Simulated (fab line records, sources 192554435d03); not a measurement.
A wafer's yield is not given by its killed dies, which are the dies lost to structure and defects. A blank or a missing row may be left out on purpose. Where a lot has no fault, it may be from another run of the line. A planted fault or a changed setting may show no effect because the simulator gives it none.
fab line records    flow n5-finfet
[record] lots = 6  wafers = 18  last-day = 17
route steps=1938 shown SD_EPI_N@269 PASSIVATION@1936
lots untouched by any fault: they come from a run of this same line in which no faults occurred
start-h: hours from the record's first day to the start of the lot's first wafer shown    wait-h: time in hours since the lot's previous step    " repeats the value in the row above    L1.1+2: several wafers, shown together as one row    - value missing, or start not given    * or withheld: withheld    < > ~ a bound
route shown NAME@n: NAME is a module with steps in the file, n the number in the route of the first one    usual: the fault-free wafers' mean and standard deviation    same: alike in all rows    chamber/n: place in a boat    sites: per-site readings    _std_site: their standard deviation    _edge_site: mean of outer sites minus mean of inner sites    radius-mm: how far each site lies from the wafer's centre    mask NAME#n: copy n    behind: the last tool/chamber to shape the wafer    hold: cause of the lot's hold/its duration in hours/its outcome    device: names the non-switching transistor (n, p or np)    end of line: the route-end tests of the same wafers    step lacking rows: just its recipe    killed: the dies lost at the first sort to structure and to defects; this is not the yield of the wafer    map: the dies of a wafer, with x for killed, . for not killed, _ for no die there
set.NAME: the setting as run; set.NAME@STEP: as run at that earlier step    model.NAME: the simulator's own value behind a step, which no gauge read
lots seen at some steps along the route; tables by step, rows by wafer
services: the hour from which a tool's chamber was out of use, counted from the record's first day as start-h (under 0 if before that day), plus the number of hours and why
[[steps]]
[step N5_SD_EPI_N_DEVELOP_08]
[recipe] develop-time-s = 30  developer = TMAH  resist = CAR-ArF-block  dev-temp-c = 23  rinse-liquid = diw  dry = air-spin
[step N5_SD_EPI_N_CD_MEAS_09]
[recipe] target-cd-nm = 120  landing-energy-ev = 500  detector = se-inlens
[usual] cd-nm = 119.6/0.69
lot.wafer  tool       chamber  start-h  wait-h  cd-nm
L212.2     cd-sem-02  0        79.12    -       120.1
L212.3     "          0        "        "       118.8
L212.6     "          0        "        "       118.7
L215.1     cd-sem-03  0        95.46    -       120.2
L215.4     "          0        "        "       121.0
L215.6     "          0        "        "       119.9
L216.3     cd-sem-01  0        102.59   -       120.1
L216.4     "          0        "        "       119.9
L216.5     "          0        "        "       119.1
L225.3     cd-sem-03  0        154.95   -       119.5
L225.4     "          0        "        "       118.1
L225.6     "          0        "        "       119.8
L226.3     cd-sem-03  0        163.42   -       119.4
L226.4     "          0        "        "       120.1
L226.6     "          0        "        "       119.5
L230.2     cd-sem-01  0        186.78   -       119.2
L230.3     "          0        "        "       119.5
L230.5     "          0        "        "       119.6
[step N5_SD_EPI_N_OVL_MEAS_10]
[recipe] points-per-wafer = 44
[usual] SD_N_BLK_OVL = 0.9/0.69
lot.wafer  tool        chamber  start-h  wait-h  SD_N_BLK_OVL[nm]
L212.2     overlay-01  0        79.15    0.0     0.6
L212.3     "           0        "        "       1.1
L212.6     "           0        "        "       0.0
L215.1     overlay-02  0        95.49    0.0     1.1
L215.4     "           0        "        "       1.6
L215.6     "           0        "        "       1.8
L216.3     overlay-01  0        102.61   0.0     1.0
L216.4     "           0        "        "       0.1
L216.5     "           0        "        "       1.1
L225.3     overlay-01  0        154.98   0.0     0.0
L225.4     "           0        "        "       0.9
L225.6     "           0        "        "       0.8
L226.3     overlay-02  0        163.45   0.0     0.8
L226.4     "           0        "        "       0.7
L226.6     "           0        "        "       0.6
L230.2     overlay-01  0        186.80   0.0     1.3
L230.3     "           0        "        "       0.5
L230.5     "           0        "        "       0.4
[step N5_SD_EPI_N_INSPECT_11]
[recipe] mode = adi  inspect-instrument = macro
[usual] raw-defect-count = 2.1/1.5
lot.wafer  tool               chamber  start-h  wait-h  raw-defect-count
L212.2     defect-inspect-02  -        79.17    0.0     3
L212.3     "                  -        "        "       2
L212.6     "                  -        "        "       3
L215.1     defect-inspect-02  -        95.52    0.0     3
L215.4     "                  -        "        "       3
L215.6     "                  -        "        "       1
L216.3     defect-inspect-02  -        102.64   0.0     0
L216.4     "                  -        "        "       0
L216.5     "                  -        "        "       4
L225.3     defect-inspect-01  -        155.00   0.0     0
L225.4     "                  -        "        "       2
L225.6     "                  -        "        "       0
L226.3     defect-inspect-02  -        163.47   0.0     1
L226.4     "                  -        "        "       2
L226.6     "                  -        "        "       0
L230.2     defect-inspect-01  -        186.83   0.0     1
L230.3     "                  -        "        "       2
L230.5     "                  -        "        "       1
[step N5_SD_EPI_N_DESCUM_14]
[recipe] chemistry = O2  time-s = 7.9  source-power-w = 50  bias-power-w = 20  pressure-mtorr = 20  rf-frequency-hz = 2.712e+07  temp-c = 40  resist = CAR-ArF-block  o2-flow-sccm = 225
[usual] drypump-motor-current-A = 5.7/0.3  oes-product-au = 0.75/0.044  rf-vpp-V = 243.2/1.3  showerhead-plenum-p-Torr = 2.09/0.075  throttle-valve-pct = 20.48/0.22
lot.wafer  tool         chamber  start-h  wait-h  drypump-motor-current-A  oes-product-au  rf-hours-counter-h  rf-vpp-V  showerhead-plenum-p-Torr  throttle-valve-pct
L212.2     rie-diel-06  1        79.26    0.1     5.4                      0.76            167                 243.2     2.10                      20.77
L212.3     "            3        "        "       5.2                      0.77            140                 242.3     2.01                      20.16
L212.6     "            0        "        "       5.8                      0.75            -                   245.4     2.18                      20.47
L215.1     rie-diel-06  2        95.55    0.0     6.3                      0.71            225                 241.7     1.97                      20.65
L215.4     "            3        "        "       5.2                      0.77            145                 241.9     2.01                      20.17
L215.6     "            2        "        "       6.3                      0.72            -                   241.1     1.97                      20.63
L216.3     rie-diel-03  3        102.67   0.0     5.9                      0.91            25                  244.7     2.25                      20.42
L216.4     "            2        "        "       6.1                      0.73            196                 241.8     2.07                      20.19
L216.5     "            2        "        "       6.1                      0.73            -                   243.6     2.07                      20.20
L225.3     rie-diel-03  1        155.04   0.0     5.3                      0.71            180                 244.9     2.16                      20.41
L225.4     "            3        "        "       5.9                      0.87            43                  245.3     2.24                      20.45
L225.6     "            2        "        "       6.1                      0.71            -                   244.0     2.07                      20.23
L226.3     rie-diel-03  3        163.51   0.0     5.9                      0.87            46                  245.2     2.24                      20.44
L226.4     "            0        "        "       5.6                      0.78            142                 242.5     1.99                      20.34
L226.6     "            0        "        "       5.6                      0.78            -                   241.5     1.99                      20.35
L230.2     rie-diel-06  0        186.91   0.1     5.8                      0.74            182                 244.1     2.17                      20.55
L230.3     "            3        "        "       5.2                      0.74            172                 241.3     2.00                      20.20
L230.5     "            3        "        "       5.2                      0.76            -                   240.7     2.00                      20.22
[step N5_SD_EPI_N_ETCH_34]
[recipe] chemistry = CF4  target = SiARC  target-depth-a = 455  mask-material = CAR-ArF-block  time-s = 75.8  ion-energy-ev = 80  pressure-mtorr = 40  source-w = 545  bias-w = 36  Ar_flow_sccm = 100  cf4-flow-sccm = 100  ends = cleared
[usual] drypump-motor-current-A = 5.67/0.3  etch-rf-on-time-s = 75.6/1.7  oes-product-au = 0.64/0.037  rf-vpp-V = 184.1/1.2  showerhead-plenum-p-Torr = 2.15/0.066  throttle-valve-pct = 15.71/0.2
lot.wafer  tool         chamber  start-h  wait-h  drypump-motor-current-A  etch-rf-on-time-s  oes-product-au  rf-hours-counter-h  rf-vpp-V  showerhead-plenum-p-Torr  throttle-valve-pct
L212.2     rie-diel-06  1        79.29    0.0     5.46                     77.7               0.64            167                 182.8     2.14                      15.86
L212.3     "            3        "        "       5.23                     76.3               0.64            140                 183.5     2.06                      15.35
L212.6     "            0        "        "       5.84                     74.7               0.66            -                   185.4     2.23                      15.63
L215.1     rie-diel-06  2        95.58    0.0     6.23                     73.5               0.63            225                 182.2     2.04                      15.93
L215.4     "            3        "        "       5.21                     75.6               0.65            145                 181.9     2.05                      15.37
L215.6     "            2        "        "       6.24                     74.1               0.62            -                   181.3     2.04                      15.93
L216.3     rie-diel-03  3        102.71   0.0     5.91                     77.0               0.77            25                  186.2     2.27                      15.41
L216.4     "            2        "        "       6.13                     75.3               0.63            196                 183.0     2.14                      15.55
L216.5     "            2        "        "       6.11                     76.0               0.62            -                   184.1     2.14                      15.56
L225.3     rie-diel-03  1        155.07   0.0     5.28                     73.8               0.62            180                 184.5     2.21                      15.63
L225.4     "            3        "        "       5.93                     77.2               0.74            43                  184.3     2.26                      15.45
L225.6     "            2        "        "       6.13                     77.6               0.61            -                   183.7     2.13                      15.59
L226.3     rie-diel-03  3        163.54   0.0     5.91                     77.3               0.74            46                  184.7     2.26                      15.45
L226.4     "            0        "        "       5.56                     75.1               0.66            142                 182.9     2.06                      15.63
L226.6     "            0        "        "       5.56                     75.2               0.67            -                   183.0     2.06                      15.62
L230.2     rie-diel-06  0        186.95   0.0     5.81                     75.6               0.63            182                 184.8     2.21                      15.73
L230.3     "            3        "        "       5.24                     77.0               0.62            172                 182.7     2.05                      15.42
L230.5     "            3        "        "       5.24                     76.1               0.63            -                   182.4     2.05                      15.42
[step N5_SD_EPI_N_ETCH_35]
[recipe] chemistry = N2/H2  target = SOC  overetch-a = 1080  mask-material = SiARC  temp-c = 40  ion-energy-ev = 100  source-w = 3000  bias-w = 133  pressure-mtorr = 20  time-s = 486  n2-flow-sccm = 200  h2-flow-sccm = 200
[step N5_SD_EPI_N_STRIP_36]
[recipe] chemistry = N2/H2  temp-c = 40  n2-flow-sccm = 200  h2-flow-sccm = 200  rf-frequency-hz = 6e+07
[step N5_SD_EPI_N_ETCHBACK_44]
[recipe] chemistry = CH3F/O2  mode = anisotropic-etchback  target = SiNx  target-depth-a = 145  stop-on = SiO2  over-etch-frac = 0.3  ion-energy-ev = 120  pressure-mtorr = 30  source-w = 395  bias-w = 73  Ar_flow_sccm = 150  CH3F_flow_sccm = 30  O2_flow_sccm = 20
[usual] drypump-motor-current-A = 5.66/0.3  oes-product-au = 0.64/0.036  rf-vpp-V = 297/5.4  showerhead-plenum-p-Torr = 2.00/0.063  throttle-valve-pct = 16.42/0.21
lot.wafer  tool         chamber  start-h  wait-h  drypump-motor-current-A  oes-product-au  rf-hours-counter-h  rf-vpp-V  showerhead-plenum-p-Torr  throttle-valve-pct
L212.2     rie-diel-06  1        79.68    0.0     5.40                     0.65            167                 310       2.00                      16.63
L212.3     "            3        "        "       5.25                     0.65            140                 292       1.91                      16.05
L212.6     "            0        "        "       5.83                     0.66            -                   296       2.09                      16.41
L215.1     rie-diel-06  2        95.97    0.0     6.21                     0.61            225                 292       1.90                      16.64
L215.4     "            3        "        "       5.24                     0.65            146                 294       1.91                      16.07
L215.6     "            2        "        "       6.24                     0.61            -                   292       1.90                      16.65
L216.3     rie-diel-03  3        103.09   0.0     5.91                     0.78            26                  301       2.11                      16.08
L216.4     "            2        "        "       6.13                     0.62            196                 292       1.99                      16.22
L216.5     "            2        "        "       6.10                     0.63            -                   291       1.99                      16.21
L225.3     rie-diel-03  1        155.45   0.0     5.29                     0.62            180                 289       2.06                      16.32
L225.4     "            3        "        "       5.90                     0.74            44                  301       2.11                      16.11
L225.6     "            2        "        "       6.10                     0.61            -                   292       1.98                      16.24
L226.3     rie-diel-03  3        163.92   0.0     5.92                     0.74            46                  298       2.11                      16.13
L226.4     "            0        "        "       5.56                     0.66            143                 295       1.92                      16.36
L226.6     "            0        "        "       5.57                     0.66            -                   294       1.92                      16.34
L230.2     rie-diel-06  0        187.33   0.0     5.78                     0.63            182                 294       2.07                      16.50
L230.3     "            3        "        "       5.23                     0.63            172                 292       1.90                      16.12
L230.5     "            3        "        "       5.26                     0.63            -                   292       1.90                      16.13
[step N5_SD_EPI_N_ETCH_45]
[recipe] chemistry = CH3F/O2  target = SiOCN  target-depth-a = 60  mask-material = SOC  ion-energy-ev = 60  bias-w = 29  pressure-mtorr = 15  source-w = 410  Ar_flow_sccm = 150  CH3F_flow_sccm = 30  O2_flow_sccm = 20
[step N5_SD_EPI_N_ETCH_16]
[recipe] chemistry = CHF3/O2  target = SiO2  target-depth-a = 50  mask-material = SOC  pressure-mtorr = 30  source-w = 650  bias-w = 170  Ar_flow_sccm = 200  CHF3_flow_sccm = 50  O2_flow_sccm = 5  ion-energy-ev = 200
[usual] drypump-motor-current-A = 5.7/0.3  oes-product-au = 0.75/0.042  rf-vpp-V = 523/10  showerhead-plenum-p-Torr = 2.41/0.073  throttle-valve-pct = 18.95/0.23
lot.wafer  tool         chamber  start-h  wait-h  drypump-motor-current-A  oes-product-au  rf-hours-counter-h  rf-vpp-V  showerhead-plenum-p-Torr  throttle-valve-pct
L212.2     rie-diel-06  1        79.88    0.1     5.5                      0.76            167                 545       2.42                      19.22
L212.3     "            3        "        "       5.2                      0.75            140                 515       2.31                      18.62
L212.6     "            0        "        "       5.8                      0.76            -                   520       2.51                      18.96
L215.1     rie-diel-06  2        96.17    0.1     6.2                      0.72            225                 513       2.29                      19.16
L215.4     "            3        "        "       5.2                      0.75            146                 516       2.31                      18.61
L215.6     "            2        "        "       6.3                      0.72            -                   513       2.29                      19.16
L216.3     rie-diel-03  3        103.29   0.1     5.9                      0.89            26                  528       2.54                      18.62
L216.4     "            2        "        "       6.1                      0.72            196                 513       2.39                      18.72
L216.5     "            2        "        "       6.1                      0.72            -                   512       2.39                      18.75
L225.3     rie-diel-03  1        155.65   0.1     5.3                      0.72            180                 507       2.48                      18.83
L225.4     "            3        "        "       5.9                      0.87            44                  528       2.53                      18.66
L225.6     "            2        "        "       6.1                      0.70            -                   512       2.39                      18.75
L226.3     rie-diel-03  3        164.12   0.1     5.9                      0.86            46                  529       2.53                      18.66
L226.4     "            0        "        "       5.6                      0.77            143                 519       2.31                      18.90
L226.6     "            0        "        "       5.6                      0.77            -                   519       2.31                      18.90
L230.2     rie-diel-06  0        187.53   0.1     5.8                      0.73            182                 517       2.49                      19.02
L230.3     "            3        "        "       5.2                      0.73            172                 516       2.30                      18.67
L230.5     "            3        "        "       5.2                      0.74            -                   515       2.30                      18.65
[step N5_SD_EPI_N_STRIP_47]
[recipe] chemistry = CHF3/O2  resist = SiARC  rf-frequency-hz = 6e+07
[step N5_SD_EPI_N_SD_RECESS_17]
[recipe] chemistry = HBr/Cl2/O2  target-depth-a = 410  mask-material = SOC  time-s = 23.7  bt-time-s = 3  pressure-mtorr = 10  icp-w = 800  bias-w = 112  HBr_flow_sccm = 150  Cl2_flow_sccm = 80  O2_flow_sccm = 12
[usual] drypump-motor-current-A = 5.6/0.43  oes-product-au = 0.987/0.015  throttle-valve-pct = 37.0/0.31
lot.wafer  tool       chamber  start-h  wait-h  drypump-motor-current-A  oes-product-au  rf-hours-counter-h  throttle-valve-pct  model.Si_of_WELL_APT_EPI_41.thk-nm  model.etch.depth-nm  model.SD_EPI_N.feature-depth-nm
L212.2     rie-si-04  3        79.95    0.0     5.5                      1.003           162                 36.9                9.8                                 39.95                40
L212.3     "          1        "        "       5.6                      0.988           16                  37.0                7.6                                 42.24                42.2
L212.6     "          3        "        "       5.5                      1.002           -                   36.8                9.4                                 39.91                40
L215.1     rie-si-04  0        96.24    0.0     6.1                      0.965           128                 37.6                12.4                                36.3                 36.4
L215.4     "          1        "        "       5.6                      0.998           16                  37.0                11.8                                38.04                38
L215.6     "          3        "        "       5.5                      1.004           -                   36.9                9.8                                 39.96                40
L216.3     rie-si-04  0        103.36   0.0     6.0                      0.976           128                 37.6                11.6                                36.82                36.8
L216.4     "          3        "        "       5.5                      0.996           162                 36.8                12                                  36.51                36.6
L216.5     "          1        "        "       5.6                      0.985           -                   37.0                6.6                                 41.97                42
L225.3     rie-si-06  3        155.72   0.0     5.3                      1.004           104                 37.2                7.8                                 41.61                41.6
L225.4     "          2        "        "       4.8                      1.001           1                   36.5                7.8                                 41.34                41.4
L225.6     "          2        "        "       4.8                      0.995           -                   36.5                8.6                                 41.05                41
L226.3     rie-si-04  1        164.19   0.0     5.6                      0.987           17                  37.0                7                                   41.96                42
L226.4     "          0        "        "       6.1                      0.979           -                   37.6                9.4                                 40.04                40
L226.6     "          1        "        "       5.6                      0.979           -                   37.0                7.2                                 41.91                42
L230.2     rie-si-04  3        187.60   0.0     5.5                      1.003           164                 36.8                9                                   39.96                40
L230.3     "          2        "        "       5.7                      0.963           155                 36.8                9.6                                 39.61                39.6
L230.5     "          2        "        "       5.7                      0.967           -                   36.8                9.8                                 39.51                39.6
[step N5_SD_EPI_N_STRIP_38]
[recipe] chemistry = N2/H2  power-w = 1000  temp-c = 250  h2-frac = 0.65  overash-fraction = 0.3  pressure-mtorr = withheld  n2-flow-sccm = 1750  h2-flow-sccm = 3250
[usual] drypump-motor-current-A = 5.8/0.51  heater-power-w = 350/9.6  oes-product-au = 0.761/0.011
lot.wafer  tool             chamber  start-h  wait-h  drypump-motor-current-A  heater-power-w  oes-product-au  rf-hours-counter-h
L212.2     plasma-asher-02  1        80.04    0.1     5.2                      362             0.769           36
L212.3     "                1        "        "       5.2                      368             0.757           -
L212.6     "                0        "        "       5.3                      362             0.761           -
L215.1     plasma-asher-01  1        96.33    0.1     6.0                      356             0.774           93
L215.4     "                1        "        "       6.0                      351             0.759           -
L215.6     "                1        "        "       6.0                      345             0.769           -
L216.3     plasma-asher-01  0        103.47   0.1     6.5                      349             0.740           -
L216.4     "                1        "        "       6.0                      344             0.749           -
L216.5     "                0        "        "       6.4                      335             0.774           -
L225.3     plasma-asher-01  0        155.84   0.1     6.4                      333             0.767           -
L225.4     "                1        "        "       6.0                      351             0.774           -
L225.6     "                1        "        "       6.0                      341             0.762           -
L226.3     plasma-asher-01  0        164.31   0.1     6.4                      347             0.759           -
L226.4     "                1        "        "       6.0                      356             0.744           -
L226.6     "                1        "        "       6.0                      357             0.758           -
L230.2     plasma-asher-01  1        187.69   0.1     6.0                      348             0.766           113
L230.3     "                1        "        "       6.0                      347             0.764           -
L230.5     "                1        "        "       6.0                      344             0.778           -
[step N5_SD_EPI_N_WET_ETCH_43]
[recipe] chemistry = dHF  dilution = withheld  time-s = 14  target = SiO2  target-depth-a = 15  temp-c = 25
[step N5_SD_EPI_N_STRIP_18]
[recipe] chemistry = SPM  time-s = 750  temp-c = 130  h2so4-h2o2-vol-ratio = 4
lot.wafer  tool          chamber  start-h  wait-h  model.Si_of_WELL_APT_EPI_41.thk-nm
L212.2     wet-bench-05  0        80.16    0.0     9.4
L212.3     "             5        "        "       7.2
L212.6     "             3        "        "       9.2
L215.1     wet-bench-06  2        96.43    0.0     12.2
L215.4     "             4        "        "       11.4
L215.6     "             3        "        "       9.4
L216.3     wet-bench-06  7        103.55   0.0     11.2
L216.4     "             6        "        "       11.6
L216.5     "             3        "        "       6.2
L225.3+4   wet-bench-05  6,3      155.91   0.0     7.4
L225.6     "             2        "        "       8.2
L226.3     wet-bench-01  0        164.38   0.0     6.6
L226.4     "             2        "        "       9
L226.6     "             1        "        "       7
L230.2     wet-bench-06  6        187.79   0.0     8.8
L230.3     "             2        "        "       9.2
L230.5     "             7        "        "       9.6
[step N5_SD_EPI_N_SRD_20]
[recipe] dry = ipa-marangoni  do-ppb = 5  time-s = 30  temp-c = 23  rinse-liquid = diw
[step N5_PASSIVATION_PROBE_49]
[usual] killed_at_M0_to_M3 = 34/12  killed_at_M4_up = 12/4.9  killed-at-contacts = 13/7.2  killed-at-front-end = 39/12  killed-at-other = 3.7/2.9  killed-dies = 101/18  killed-open = 67/14  killed-short = 33/7.2
[same] gross-dies = 1180  killed-at-back-side = 0
lot.wafer  tool       chamber  start-h  wait-h  killed_at_M0_to_M3  killed_at_M4_up  killed-at-contacts  killed-at-front-end  killed-at-other  killed-dies  killed-open  killed-short
L212.2     prober-02  -        309.91   0.1     28                  8                17                  28                   0                81           61           20
L212.3     prober-02  -        309.96   0.1     30                  11               12                  19                   0                72           43           29
L212.6     prober-02  -        310.11   0.3     24                  14               15                  26                   1                80           60           20
L216.3     prober-01  -        326.68   0.1     46                  9                13                  40                   1                109          89           20
L216.4     prober-01  -        326.73   0.2     64                  19               6                   37                   8                134          96           36
L216.5     prober-01  -        326.78   0.2     71                  6                10                  38                   5                130          92           38
L215.1     prober-02  -        329.08   0.0     31                  11               7                   33                   3                85           63           21
L215.4     prober-02  -        329.23   0.2     24                  8                13                  51                   3                99           69           28
L215.6     prober-02  -        329.33   0.3     56                  10               15                  41                   3                125          86           38
L225.3     prober-02  -        398.09   0.7     24                  16               20                  34                   4                98           65           33
L225.4     prober-02  -        398.14   0.7     22                  22               13                  24                   9                90           60           28
L225.6     prober-02  -        398.24   0.8     38                  11               13                  27                   5                94           53           40
L226.3     prober-01  -        399.50   0.1     41                  15               3                   26                   2                87           55           28
L226.4     prober-01  -        399.55   0.2     27                  13               3                   17                   7                67           50           15
L226.6     prober-01  -        399.65   0.3     44                  21               8                   27                   7                107          63           38
L230.2     prober-02  -        412.48   0.1     25                  8                26                  38                   9                106          57           47
L230.3     prober-02  -        412.53   0.1     32                  8                22                  37                   5                104          70           34
L230.5     prober-02  -        412.63   0.2     36                  3                28                  35                   10               112          81           31
// killed by level:class
L212.2 MOL_CONTACT_COAG:geometric-particle:open=12 BEOL_M0_SAQP:geometric-particle:open=8 BEOL_M3:geometric-particle:open=8 DUMMY_GATE:geometric-particle:open=7 STI_FIN_REVEAL:geometric-particle:open=5 MOL_CONTACT_COAG:geometric-particle:short=5 BEOL_M0_SAQP:geometric-particle:short=5 FIN_SAQP:geometric-particle:open=4
L212.3 MOL_CONTACT_COAG:geometric-particle:open=8 BEOL_M0_SAQP:geometric-particle:short=8 BEOL_M2:geometric-particle:open=7 FIN_SAQP:geometric-particle:short=6 BEOL_M0_SAQP:geometric-particle:open=5 MOL_CONTACT_COAG:geometric-particle:short=4 BEOL_M4:geometric-particle:open=4 BEOL_M3:geometric-particle:open=4
L212.6 MOL_CONTACT_COAG:geometric-particle:open=12 BEOL_M1:geometric-particle:open=8 STI_FIN_REVEAL:geometric-particle:open=7 BEOL_M4:geometric-particle:open=6 ILD0:geometric-particle:open=5 ILD0:geometric-particle:short=4 BEOL_M0_SAQP:geometric-particle:open=4 BEOL_M2:geometric-particle:open=4
L216.3 BEOL_M3:geometric-particle:open=17 FIN_SAQP:geometric-particle:open=13 MOL_CONTACT_COAG:geometric-particle:open=12 STI_FIN_REVEAL:geometric-particle:open=11 BEOL_M0:geometric-particle:open=10 BEOL_M0_SAQP:geometric-particle:open=7 FIN_SAQP:geometric-particle:short=6 STARTING-WAFER:geometric-particle:open=3
L216.4 BEOL_M0_SAQP:geometric-particle:open=13 BEOL_M1:geometric-particle:open=11 STI_FIN_REVEAL:geometric-particle:open=10 BEOL_M0_SAQP:geometric-particle:short=10 BEOL_M0:geometric-particle:open=9 BEOL_M3:geometric-particle:open=8 BEOL_M4:geometric-particle:open=8 FIN_SAQP:geometric-particle:open=5
L216.5 BEOL_M3:geometric-particle:open=25 FIN_SAQP:geometric-particle:short=12 BEOL_M1:geometric-particle:open=11 FIN_SAQP:geometric-particle:open=10 BEOL_M0_SAQP:geometric-particle:open=9 STI_FIN_REVEAL:geometric-particle:open=8 MOL_CONTACT_COAG:geometric-particle:open=8 BEOL_M0_SAQP:geometric-particle:short=7
L215.1 BEOL_M2:geometric-particle:open=10 FIN_SAQP:geometric-particle:open=8 MOL_CONTACT_COAG:geometric-particle:open=7 STI_FIN_REVEAL:geometric-particle:open=5 BEOL_M0_SAQP:geometric-particle:open=5 DUMMY_GATE:geometric-particle:open=4 BEOL_M0_SAQP:geometric-particle:short=4 BEOL_M4:geometric-particle:open=4
L215.4 MOL_CONTACT_COAG:geometric-particle:open=12 FIN_SAQP:geometric-particle:open=11 BEOL_M2:geometric-particle:open=10 FIN_SAQP:geometric-particle:short=9 DUMMY_GATE:geometric-particle:open=7 STI_FIN_REVEAL:geometric-particle:open=6 STARTING-WAFER:geometric-particle:short=5 BEOL_M3:geometric-particle:open=4
L215.6 BEOL_M2:geometric-particle:open=21 MOL_CONTACT_COAG:geometric-particle:open=13 BEOL_M2:geometric-particle:short=9 GATE_CUT:geometric-particle:open=7 BEOL_M0_SAQP:geometric-particle:short=7 FIN_SAQP:geometric-particle:open=6 FIN_SAQP:geometric-particle:short=5 DUMMY_GATE:geometric-particle:open=5
L225.3 MOL_CONTACT_COAG:geometric-particle:open=14 GATE_CUT:geometric-particle:open=8 FIN_SAQP:geometric-particle:open=7 GATE_CUT:geometric-particle:short=7 BEOL_M4:geometric-particle:open=7 FIN_SAQP:geometric-particle:short=6 MOL_CONTACT_COAG:geometric-particle:short=6 BEOL_M0_SAQP:geometric-particle:open=5
L225.4 BEOL_M4:geometric-particle:open=14 MOL_CONTACT_COAG:geometric-particle:open=9 BEOL_M2:geometric-particle:open=7 PASS1_CAP:geometric-particle:short=6 STI_FIN_REVEAL:geometric-particle:open=4 MOL_CONTACT_COAG:geometric-particle:short=4 BEOL_M1:geometric-particle:open=4 BEOL_M3:geometric-particle:open=4
L225.6 BEOL_M0_SAQP:geometric-particle:open=10 MOL_CONTACT_COAG:geometric-particle:open=9 BEOL_M0_SAQP:geometric-particle:short=9 BEOL_M2:geometric-particle:short=6 BEOL_M1:geometric-particle:open=5 STI_FIN_REVEAL:geometric-particle:open=4 MOL_CONTACT_COAG:geometric-particle:short=4 BEOL_M3:geometric-particle:open=4
L226.3 BEOL_M2:geometric-particle:open=12 DUMMY_GATE:geometric-particle:open=8 BEOL_M0_SAQP:geometric-particle:short=8 BEOL_M8:geometric-particle:open=6 BEOL_M0_SAQP:geometric-particle:open=5 BEOL_M0:geometric-particle:open=5 BEOL_M1:geometric-particle:open=5 STI_FIN_REVEAL:geometric-particle:open=3
L226.4 BEOL_M0:geometric-particle:open=9 BEOL_M1:geometric-particle:open=5 BEOL_M3:geometric-particle:open=5 BEOL_M4:geometric-particle:open=5 FIN_SAQP:geometric-particle:open=4 DUMMY_GATE:geometric-particle:open=3 MOL_CONTACT_COAG:geometric-particle:open=3 BEOL_M0_SAQP:geometric-particle:open=3
L226.6 BEOL_M0_SAQP:geometric-particle:short=10 BEOL_M4:geometric-particle:open=10 BEOL_M0_SAQP:geometric-particle:open=9 BEOL_M0:geometric-particle:open=7 MOL_CONTACT_COAG:geometric-particle:open=6 DUMMY_GATE:geometric-particle:short=5 DUMMY_GATE:geometric-particle:open=5 BEOL_M0:geometric-particle:short=5
L230.2 MOL_CONTACT_COAG:geometric-particle:open=22 FIN_SAQP:geometric-particle:short=12 BEOL_M0_SAQP:geometric-particle:short=7 FIN_SAQP:geometric-particle:open=6 STI_FIN_REVEAL:geometric-particle:open=6 BEOL_M0_SAQP:geometric-particle:open=5 GATE_CUT:geometric-particle:short=4 MOL_CONTACT_COAG:geometric-particle:short=4
L230.3 MOL_CONTACT_COAG:geometric-particle:open=17 FIN_SAQP:geometric-particle:short=16 BEOL_M0_SAQP:geometric-particle:open=14 BEOL_M3:geometric-particle:open=6 STI_FIN_REVEAL:geometric-particle:open=5 MOL_CONTACT_COAG:geometric-particle:short=5 BEOL_M0_SAQP:geometric-particle:short=5 BEOL_M1:geometric-particle:open=5
L230.5 MOL_CONTACT_COAG:geometric-particle:open=23 BEOL_M0_SAQP:geometric-particle:open=13 STI_FIN_REVEAL:geometric-particle:open=12 BEOL_M1:geometric-particle:open=6 MOL_CONTACT_COAG:geometric-particle:short=5 BEOL_M0_SAQP:geometric-particle:short=5 FIN_SAQP:geometric-particle:open=4 STARTING-WAFER:geometric-particle:open=4
[[services]]
tool             chamber  start-h  hours  kind
rie-si-06        2        58.89    -      clean
rie-si-06        2        58.89    23.4   scheduled-down
rie-si-06        2        58.89    23.4   vent-cycle
rie-si-04        -        59.68    0.6    repair
wet-bench-06     -        90.19    1.4    repair
rie-si-06        3        110.16   8.1    repair
rie-si-06        -        110.21   2.8    pm
wet-bench-01     -        115.15   2.5    repair
rie-diel-06      3        119.33   22.6   repair
plasma-asher-02  -        148.95   4.9    repair
rie-si-06        1        158.42   1.1    repair
rie-si-04        3        161.85   2.6    repair
rie-diel-06      2        165.55   -      clean
rie-diel-06      2        165.55   -      consumable-replace:focus-ring
rie-diel-06      2        165.55   -      consumable-replace:showerhead
rie-diel-06      2        165.55   25.6   scheduled-down
rie-diel-06      2        165.55   25.6   vent-cycle
[[key]]
first-sign none at tools or gauges
[model-effect] step = N5_SD_EPI_N_SD_RECESS_17  value = Si_of_WELL_APT_EPI_41.thk-nm  without = 8.35  struck = 11.95
[model-effect] step = N5_SD_EPI_N_STRIP_18  value = Si_of_WELL_APT_EPI_41.thk-nm  without = 7.95  struck = 11.6
met-at N5_SD_EPI_N_SD_RECESS_17
struck-wafers L215.1,L215.4,L216.3,L216.4
tester-left-out L215,L216
onset-between 79.95 96.24
[fault] kind = process-parameter-drift  tool = rie-si-04  chamber = -  onset-h = 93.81  steps = N5_SD_EPI_N_SD_RECESS_17  channel = time-s  offset = *  shape = step  end-h = 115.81  scope = struck-wafers-only  acts-in = *  stated = *
// tester-left-out: of these lots the tester's yield and bins aren't shown, on N5 and GAA mostly nor the transistor test; their killed dies are dies lost to structure and defects alone, not to doping, threshold or leakage, so they don't give the yield
